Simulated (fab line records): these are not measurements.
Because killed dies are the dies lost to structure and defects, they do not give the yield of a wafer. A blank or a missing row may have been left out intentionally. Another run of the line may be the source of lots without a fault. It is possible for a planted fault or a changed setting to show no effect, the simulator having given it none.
Problem report in the 8D (eight disciplines) form, filled by code | flow nand-harc | the parts of the form that need people (team, actions taken, sign-off) are left out

## 1. PROBLEM STATEMENT
Wafers without a fault read 0.999 a.u., standard deviation 0.007; oes-product-au at NHARC_A_CONTACT_ETCH_48 reads a mean of 0.861 a.u. on 9 wafers belonging to 3 lots. Measured from the usual mean, that is -20 standard deviations.
The step: etches the open film in CF4, target depth 39 nm, time 65 s.
First seen on wafer L714.3, day 19 21:14, on rie-diel-12. At this step, 33 wafers from 11 lots have a number in the record. Rule for "out" (also "out of limits"): further than 4 standard deviations from the usual mean. The rest of the wafers with a number are treated as sound.

## 2. WHAT IT IS AND WHAT IT IS NOT
question                    | is                     | is not
which readings at this step | oes-product-au         | bias-w, cf4-flow-sccm, drypump-motor-current-A, rf-fwd-power-W, rf-vpp-V, showerhead-plenum-p-Torr
which lots                  | L714, L715, L716       | L699, L700, L701, L702, L703, L717, L718, L719
which wafers of those lots  | all that have a number | -
read on which tools         | rie-diel-12            | rie-diel-02, rie-diel-04
when                        | from day 19 21:14      | up to then (15 sound wafers); but 9 sound wafers of L717, L718, L719 came after

## 3. THE SUSPECTS, EACH WITH WHAT RULES IT OUT
Counting: any tool at a process step up to the reading is kept as a suspect provided that every lot that is out went through it and no sound lot did after the first of them.
- rie-diel-12 at NHARC_A_CONTACT_ETCH_48 (etches the open film in CF4, target depth 39 nm, time 65 s): kept. Every lot that is out went through it, starting with L714 (day 19 21:14), and after that it ran no sound lot; the last sound lot it ran before then is L703 (day 17 19:41). Out on those wafers are its own readings of oes-product-au.
Left after counting: rie-diel-12 at NHARC_A_CONTACT_ETCH_48.

## 4. THE CAUSE (what the simulator had put in)
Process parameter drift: rie-diel-12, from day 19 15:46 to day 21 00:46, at NHARC_A_CONTACT_ETCH_48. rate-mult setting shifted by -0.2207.
The count eliminated every tool but this one.

## 5. SEQUENCE OF EFFECTS, ordered by route
Each row: a reading whose mean over the struck wafers that have a number lies more than 3 standard deviations from the usual. Readings are gone through only where the record gives a usual standard deviation; hours: the median, over the lots, of the time from a lot's start at the first step in this table giving one to that lot's start at this step; sigmas: the change measured in usual standard deviations.
hours | step                    | reading        | usual      | on struck wafers | change | sigmas
0     | NHARC_A_CONTACT_ETCH_48 | oes-product-au | 0.999 a.u. | 0.861            | -0.138 | -20
It contains these process steps:
- NHARC_A_CONTACT_ETCH_48: etches the open film in CF4, target depth 39 nm, time 65 s.

## 6. WHAT WOULD HAVE CAUGHT IT SOONER
In this record the first reading out of limits was taken at day 19 21:14, 5 hours after the fault began at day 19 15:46.
